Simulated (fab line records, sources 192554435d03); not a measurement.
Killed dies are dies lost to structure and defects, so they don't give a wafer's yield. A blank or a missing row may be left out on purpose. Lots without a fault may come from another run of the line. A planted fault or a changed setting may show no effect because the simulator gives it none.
Which tool did it? | flow n5_finfet | 24 lots, 72 wafers sampled, at 6 steps of a route of 1938

WHAT THE GAUGES READ, wafer by wafer
N5_SD_EPI_N_INSPECT_26: inspects for defects (darkfield).
lot  | measured    | on                | raw_defect_count
L074 | day 3 05:18 | defect_inspect-02 | 257 225 264
L075 | day 3 15:45 | defect_inspect-01 | 243 280 289
L076 | day 3 19:52 | defect_inspect-01 | 201 199 229
L077 | day 3 23:08 | defect_inspect-01 | 249 178 208
L078 | day 4 08:26 | defect_inspect-02 | 340 341 250
L079 | day 4 11:04 | defect_inspect-01 | 155 199 210
L080 | day 4 17:52 | defect_inspect-02 | 209 225 162
L081 | day 4 22:33 | defect_inspect-02 | 204 235 184
L082 | day 5 08:25 | defect_inspect-01 | 203 218 221
L083 | day 5 11:58 | defect_inspect-01 | 246 192 261
L084 | day 5 21:50 | defect_inspect-02 | 239 238 193
L085 | day 6 02:32 | defect_inspect-02 | 190 202 289
L086 | day 6 06:09 | defect_inspect-02 | 230 248 288
L087 | day 6 10:33 | defect_inspect-01 | 191 220 152
L088 | day 6 19:22 | defect_inspect-02 | 300 200 212
L089 | day 7 00:26 | defect_inspect-01 | 202 187 180
L090 | day 7 08:43 | defect_inspect-01 | 175 186 194
L091 | day 7 14:02 | defect_inspect-02 | 195 174 208
L092 | day 7 18:09 | defect_inspect-01 | 166 140 204
L093 | day 8 00:25 | defect_inspect-02 | 245 276 264
L094 | day 8 07:15 | defect_inspect-01 | 177 197 186
L095 | day 8 11:44 | defect_inspect-01 | 165 211 200
L096 | day 8 16:32 | defect_inspect-01 | 212 194 238
L097 | day 8 22:04 | defect_inspect-01 | 205 232 193

N5_HKMG_FIN_CD_MEAS_49: target cd 202 nm.
lot  | measured    | on        | cd_nm (nm)
L074 | day 4 00:15 | cd_sem-03 | 201.9 203.4 202.3
L075 | day 4 10:28 | cd_sem-02 | 200.1 201.8 200.8
L076 | day 4 15:38 | cd_sem-01 | 202.2 201.6 201.2
L077 | day 4 16:29 | cd_sem-02 | 201.4 200.8 200.4
L078 | day 5 02:26 | cd_sem-03 | 201.9 201.4 202.1
L079 | day 5 05:37 | cd_sem-03 | 202.8 201.0 202.0
L080 | day 5 12:26 | cd_sem-02 | 201.8 202.4 202.2
L081 | day 5 15:54 | cd_sem-01 | 200.8 200.6 200.9
L082 | day 6 01:53 | cd_sem-02 | 201.4 202.6 201.2
L083 | day 6 06:51 | cd_sem-02 | 203.0 201.9 203.5
L084 | day 6 15:07 | cd_sem-02 | 201.2 201.2 202.0
L085 | day 6 21:23 | cd_sem-01 | 201.2 202.3 201.8
L086 | day 7 01:41 | cd_sem-01 | 201.6 201.3 200.3
L087 | day 7 03:42 | cd_sem-01 | 201.6 202.5 201.8
L088 | day 7 16:40 | cd_sem-02 | 202.4 202.2 201.9
L089 | day 7 19:33 | cd_sem-02 | 199.4 200.2 201.1
L090 | day 8 02:41 | cd_sem-02 | 201.2 201.6 200.8
L091 | day 8 08:16 | cd_sem-02 | 200.4 200.8 201.2
L092 | day 8 14:38 | cd_sem-02 | 200.6 200.4 201.4
L093 | day 8 18:07 | cd_sem-01 | 202.4 202.5 200.9
L094 | day 9 04:20 | cd_sem-03 | 202.1 202.7 202.0
L095 | day 9 06:27 | cd_sem-02 | 201.8 201.4 201.5
L096 | day 9 11:17 | cd_sem-01 | 202.2 201.2 201.3
L097 | day 9 17:20 | cd_sem-01 | 201.0 200.7 201.4

N5_HKMG_FIN_INSPECT_61: inspects for defects (macro).
lot  | measured    | on                | raw_defect_count
L074 | day 4 00:18 | defect_inspect-01 | 3 3 1
L075 | day 4 10:32 | defect_inspect-02 | 0 0 4
L076 | day 4 15:41 | defect_inspect-02 | 3 1 2
L077 | day 4 16:32 | defect_inspect-02 | 5 2 1
L078 | day 5 02:29 | defect_inspect-02 | 0 1 3
L079 | day 5 05:40 | defect_inspect-02 | 3 0 3
L080 | day 5 12:29 | defect_inspect-01 | 2 1 2
L081 | day 5 15:58 | defect_inspect-02 | 3 8 2
L082 | day 6 01:56 | defect_inspect-02 | 4 1 5
L083 | day 6 06:55 | defect_inspect-02 | 4 2 1
L084 | day 6 15:10 | defect_inspect-01 | 2 2 0
L085 | day 6 21:26 | defect_inspect-01 | 1 1 3
L086 | day 7 01:45 | defect_inspect-01 | 2 2 1
L087 | day 7 03:46 | defect_inspect-01 | 1 1 0
L088 | day 7 16:43 | defect_inspect-01 | 2 1 6
L089 | day 7 19:37 | defect_inspect-01 | 3 4 2
L090 | day 8 02:44 | defect_inspect-02 | 5 0 3
L091 | day 8 08:19 | defect_inspect-01 | 2 4 3
L092 | day 8 14:41 | defect_inspect-02 | 4 1 2
L093 | day 8 18:10 | defect_inspect-02 | 3 1 2
L094 | day 9 04:23 | defect_inspect-01 | 1 1 0
L095 | day 9 06:30 | defect_inspect-02 | 1 4 3
L096 | day 9 11:21 | defect_inspect-01 | 2 2 0
L097 | day 9 17:24 | defect_inspect-02 | 3 1 2

WHICH TOOL RAN EACH LOT (tool, then ch and the chambers of the sampled wafers, then the start)
lot  | N5_SD_EPI_P_STRIP_40                | N5_ILD0_CMP_03               | N5_ILD0_CMP_12
L074 | plasma_asher-01 ch 0,1, day 3 06:38 | cmp-02 ch 0,1,2, day 3 13:45 | cmp-04 ch 0,1, day 3 17:17
L075 | plasma_asher-02 ch 0,1, day 3 16:57 | cmp-04 ch 1,3, day 4 00:40   | cmp-02 ch 1,2,3, day 4 04:20
L076 | plasma_asher-02 ch 0,1, day 3 21:04 | cmp-04 ch 0,3, day 4 03:58   | cmp-01 ch 0,2, day 4 08:07
L077 | plasma_asher-01 ch 0,1, day 4 00:27 | cmp-01 ch 0,2,3, day 4 06:38 | cmp-02 ch 0,1,3, day 4 10:11
L078 | plasma_asher-01 ch 0,1, day 4 09:46 | cmp-04 ch 0,1,3, day 4 16:20 | cmp-02 ch 1,2, day 4 20:02
L079 | plasma_asher-01 ch 0,1, day 4 12:32 | cmp-02 ch 0,2, day 4 18:39   | cmp-04 ch 0,1,2, day 4 23:25
L080 | plasma_asher-01 ch 0,1, day 4 19:04 | cmp-04 ch 0,2,3, day 5 02:01 | cmp-02 ch 0,2,3, day 5 05:32
L081 | plasma_asher-01 ch 0,1, day 4 23:45 | cmp-01 ch 0,1, day 5 06:08   | cmp-02 ch 1,2, day 5 09:38
L082 | plasma_asher-01 ch 0,1, day 5 09:44 | cmp-04 ch 2,3, day 5 15:50   | cmp-02 ch 0,1,3, day 5 19:35
L083 | plasma_asher-01 ch 0,1, day 5 13:10 | cmp-02 ch 1,2,3, day 5 20:12 | cmp-01 ch 1,2,3, day 5 23:47
L084 | plasma_asher-02 ch 0,1, day 5 23:10 | cmp-01 ch 0,1,3, day 6 05:15 | cmp-02 ch 0,3, day 6 08:45
L085 | plasma_asher-01 ch 0,1, day 6 04:10 | cmp-01 ch 0,1,3, day 6 10:23 | cmp-01 ch 0,1, day 6 15:14
L086 | plasma_asher-01 ch 0,1, day 6 07:28 | cmp-01 ch 0,3, day 6 15:42   | cmp-02 ch 0,1, day 6 19:14
L087 | plasma_asher-01 ch 0,1, day 6 11:44 | cmp-04 ch 0,1,3, day 6 17:49 | cmp-04 ch 0,1,2, day 6 21:25
L088 | plasma_asher-01 ch 0,1, day 6 20:44 | cmp-04 ch 2,3, day 7 06:15   | cmp-04 ch 1,2,3, day 7 09:52
L089 | plasma_asher-02 ch 0,1, day 7 01:48 | cmp-02 ch 0,1,2, day 7 08:51 | cmp-04 ch 0,2,3, day 7 12:23
L090 | plasma_asher-02 ch 1, day 7 09:55   | cmp-04 ch 1,2, day 7 16:59   | cmp-01 ch 0,1,3, day 7 20:31
L091 | plasma_asher-02 ch 0,1, day 7 15:21 | cmp-02 ch 1,2,3, day 7 22:27 | cmp-04 ch 0,1,2, day 8 01:55
L092 | plasma_asher-02 ch 0,1, day 7 19:28 | cmp-02 ch 2,3, day 8 03:32   | cmp-04 ch 0,1,3, day 8 07:05
L093 | plasma_asher-01 ch 0,1, day 8 01:44 | cmp-04 ch 1,2,3, day 8 08:01 | cmp-04 ch 0,2,3, day 8 11:35
L094 | plasma_asher-02 ch 0,1, day 8 09:42 | cmp-04 ch 0,1,3, day 8 17:52 | cmp-02 ch 0,1,3, day 8 21:41
L095 | plasma_asher-02 ch 0,1, day 8 13:02 | cmp-02 ch 2,3, day 8 20:17   | cmp-04 ch 2,3, day 8 23:50
L096 | plasma_asher-02 ch 0,1, day 8 17:52 | cmp-04 ch 0,3, day 9 01:33   | cmp-01 ch 0,2, day 9 05:05
L097 | plasma_asher-01 ch 0,1, day 8 23:23 | cmp-04 ch 0,2,3, day 9 07:24 | cmp-02 ch 1,2,3, day 9 11:02
- N5_SD_EPI_P_STRIP_40: strips in N2/H2.
- N5_ILD0_CMP_03: polishes, stops on SiNx, t overpolish 1.9 s, target thk 197.38 nm.
- N5_ILD0_CMP_12: polishes SiNx, stops on poly-Si, t overpolish 6 s, target thk 17.67 nm.

WHAT THE TOOLS THEMSELVES READ (means of the sampled wafers that have a number; where no wafer has one, the mark that the record gives instead)
N5_SD_EPI_P_STRIP_40.
lot  | tool            | drypump_motor_current_A (A) | heater_power_w (W) | oes_product_au (a.u.)
L074 | plasma_asher-01 | 6.42                        | 313                | 0.764
L075 | plasma_asher-02 | 6.31                        | 328                | 0.749
L076 | plasma_asher-02 | 6.36                        | 336                | 0.761
L077 | plasma_asher-01 | 6.44                        | 308                | 0.757
L078 | plasma_asher-01 | 6.43                        | 307                | 0.767
L079 | plasma_asher-01 | 6.43                        | 305                | 0.767
L080 | plasma_asher-01 | 6.40                        | 313                | 0.761
L081 | plasma_asher-01 | 6.42                        | 309                | 0.755
L082 | plasma_asher-01 | 6.43                        | 312                | 0.770
L083 | plasma_asher-01 | 6.40                        | 306                | 0.764
L084 | plasma_asher-02 | 6.36                        | 340                | 0.750
L085 | plasma_asher-01 | 6.41                        | 308                | 0.760
L086 | plasma_asher-01 | 6.41                        | 306                | 0.764
L087 | plasma_asher-01 | 6.40                        | 311                | 0.766
L088 | plasma_asher-01 | 6.41                        | 312                | 0.764
L089 | plasma_asher-02 | 6.30                        | 329                | 0.769
L090 | plasma_asher-02 | 6.46                        | 349                | 0.766
L091 | plasma_asher-02 | 6.36                        | 339                | 0.777
L092 | plasma_asher-02 | 6.37                        | 338                | 0.761
L093 | plasma_asher-01 | 6.40                        | 306                | 0.760
L094 | plasma_asher-02 | 6.30                        | 334                | 0.758
L095 | plasma_asher-02 | 6.30                        | 328                | 0.757
L096 | plasma_asher-02 | 6.31                        | 331                | 0.769
L097 | plasma_asher-01 | 6.41                        | 313                | 0.762

N5_ILD0_CMP_03.
lot  | tool   | motor_current_A (A) | overpolish_run_s (s) | slurry_filter_dp_kPa (kPa) | time_to_endpoint_s (s)
L074 | cmp-02 | 11.4                | 1.908                | 13.44                      | 67
L075 | cmp-04 | 12.2                | 1.887                | 13.51                      | 66
L076 | cmp-04 | 13.7                | 1.900                | 13.46                      | 62
L077 | cmp-01 | 12.5                | 1.912                | 13.63                      | 64
L078 | cmp-04 | 13.0                | 1.901                | 13.46                      | 63
L079 | cmp-02 | 11.2                | 1.896                | 13.47                      | 70
L080 | cmp-04 | 13.3                | 1.900                | 13.63                      | 65
L081 | cmp-01 | 11.0                | 1.897                | 13.53                      | 62
L082 | cmp-04 | 13.1                | 1.898                | 13.66                      | 63
L083 | cmp-02 | 11.8                | 1.901                | 13.41                      | 69
L084 | cmp-01 | 11.7                | 1.908                | 13.43                      | 65
L085 | cmp-01 | 11.8                | 1.894                | 13.45                      | 66
L086 | cmp-01 | 12.3                | 1.904                | 13.42                      | 63
L087 | cmp-04 | 12.8                | 1.908                | 13.44                      | 61
L088 | cmp-04 | 12.7                | 1.893                | 13.50                      | 64
L089 | cmp-02 | 11.6                | 1.893                | 13.43                      | 70
L090 | cmp-04 | 12.9                | 1.902                | 13.49                      | 66
L091 | cmp-02 | 12.2                | 1.895                | 13.39                      | 70
L092 | cmp-02 | 11.2                | 1.897                | 13.55                      | 68
L093 | cmp-04 | 12.2                | 1.899                | 13.40                      | 66
L094 | cmp-04 | 13.1                | 1.906                | 13.40                      | 68
L095 | cmp-02 | 11.3                | 1.900                | 13.56                      | 74
L096 | cmp-04 | 13.3                | 1.897                | 13.40                      | 68
L097 | cmp-04 | 13.3                | 1.898                | 13.46                      | 66

N5_ILD0_CMP_12.
lot  | tool   | motor_current_A (A) | overpolish_run_s (s) | slurry_filter_dp_kPa (kPa) | time_to_endpoint_s (s)
L074 | cmp-04 | 9.4                 | 6.000                | 13.63                      | 25.4
L075 | cmp-02 | 8.6                 | 5.999                | 13.54                      | 28.2
L076 | cmp-01 | 8.7                 | 6.005                | 13.51                      | 25.9
L077 | cmp-02 | 8.5                 | 5.997                | 13.41                      | 28.6
L078 | cmp-02 | 9.1                 | 5.990                | 13.51                      | 26.6
L079 | cmp-04 | 9.7                 | 6.004                | 13.43                      | 24.2
L080 | cmp-02 | 8.0                 | 5.997                | 13.43                      | 28.4
L081 | cmp-02 | 9.2                 | 6.004                | 13.44                      | 28.3
L082 | cmp-02 | 8.7                 | 5.990                | 13.47                      | 29.1
L083 | cmp-01 | 9.3                 | 5.999                | 13.47                      | 31.9
L084 | cmp-02 | 7.9                 | 5.996                | 13.49                      | 28.0
L085 | cmp-01 | 7.7                 | 5.991                | 13.51                      | 24.6
L086 | cmp-02 | 8.4                 | 6.000                | 13.60                      | 23.6
L087 | cmp-04 | 9.6                 | 5.991                | 13.64                      | 23.6
L088 | cmp-04 | 9.1                 | 5.996                | 13.51                      | 23.2
L089 | cmp-04 | 9.5                 | 6.006                | 13.47                      | 26.1
L090 | cmp-01 | 8.6                 | 6.000                | 13.40                      | 27.8
L091 | cmp-04 | 9.5                 | 5.994                | 13.38                      | 26.9
L092 | cmp-04 | 9.5                 | 6.005                | 13.54                      | 25.0
L093 | cmp-04 | 9.7                 | 5.993                | 13.36                      | 27.3
L094 | cmp-02 | 8.5                 | 6.000                | 13.69                      | 26.2
L095 | cmp-04 | 8.8                 | 6.003                | 13.47                      | 29.8
L096 | cmp-01 | 8.5                 | 6.003                | 13.62                      | 27.5
L097 | cmp-02 | 8.5                 | 5.992                | 13.49                      | 28.0

THE ANSWER, worked out from the rows above alone
Rule: what is usual is taken from the lots themselves. Put in order of their means at a reading, lots are off if they are a third of the lots or fewer, leave a main group of 4 or more, and stand apart from it by a gap of 3 or more times the standard deviation of the main group's means; of several such gaps the widest counts. A main group whose means are all the same, to the digits that the tables above print for the reading, isn't used. A lot without any number at a reading at which 4 lots or more have one is off too. The other lots that the step has rows for count as sound. The gauges are gone through in route order, then the tools' own readings, and for those a lot's mean is taken as printed above. The first step at which some lot is off is used, and at that step the reading that is off furthest; a lot without a number counts as furthest.
No lot is off at any reading shown: from this, nothing can be told.

WHAT THE SIMULATOR HAD PUT IN
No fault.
